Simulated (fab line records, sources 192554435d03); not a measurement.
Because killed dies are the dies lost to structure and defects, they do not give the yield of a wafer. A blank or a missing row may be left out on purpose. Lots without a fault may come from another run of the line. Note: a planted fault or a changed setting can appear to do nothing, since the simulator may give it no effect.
Matching of chambers | flow n5-finfet | N5_FIN_SAQP_HM_DEP_03 on pecvd-01: 3 sister chambers
The step deposits SiNx from SiH4/NH3/N2, target thk 38 nm, time 33.6 s. 6 wafers are shown with their chamber, then 12 later ones without.

== WAFERS PAIRED WITH THEIR CHAMBERS ==
wafer  | chamber | throttle-valve-pct (%) | showerhead-plenum-p-Torr (Torr)
L084.5 | 1       | 40.0                   | 5.09
L087.3 | 0       | 40.4                   | 4.98
L087.6 | 0       | 40.4                   | 4.98
L089.1 | 2       | 34.7                   | 5.12
L089.2 | 1       | 40.0                   | 5.08
L089.4 | 2       | 34.8                   | 5.10

== WAFERS WITHOUT THEIR CHAMBER ==
wafer  | throttle-valve-pct (%) | showerhead-plenum-p-Torr (Torr)
L090.3 | 40.4                   | 4.98
L090.4 | 40.7                   | 4.97
L090.6 | 40.3                   | 5.08
L091.1 | 40.1                   | 5.08
L091.3 | 40.3                   | 4.99
L091.4 | 35.1                   | 5.10
L093.2 | 35.1                   | 5.11
L093.5 | 35.4                   | 5.11
L093.6 | 40.2                   | 4.98
L097.1 | 39.8                   | 5.09
L097.2 | 40.6                   | 4.99
L097.6 | 40.0                   | 5.09

== CHAMBER TAKEN BY EACH ==
wafer  | from the rows above | in truth
L090.3 | 0                   | 0
L090.4 | 0                   | 0
L090.6 | 1                   | 1
L091.1 | 1                   | 1
L091.3 | 0                   | 0
L091.4 | 2                   | 2
L093.2 | 2                   | 2
L093.5 | 2                   | 2
L093.6 | 0                   | 0
L097.1 | 1                   | 1
L097.2 | 0                   | 0
L097.6 | 1                   | 1
Correct placement for 12 of the 12. Not placeable from these rows: 0. Wrongly placed: 0.
How it was worked out, from the rows above alone: a wafer's distance from a chamber is the root of the sum, over the readings, of the square of ((its reading less the chamber's mean) divided by the reading's scatter). If the next closest chamber is less than 2 further off than the closest, the wafer can't be placed; otherwise it belongs to the closest. The mean given for a chamber averages the wafers shown for that chamber. The scatter: take each reading less its chamber's mean, square it, sum over the shown wafers, divide by the number of wafers less the number of chambers, and take the root.
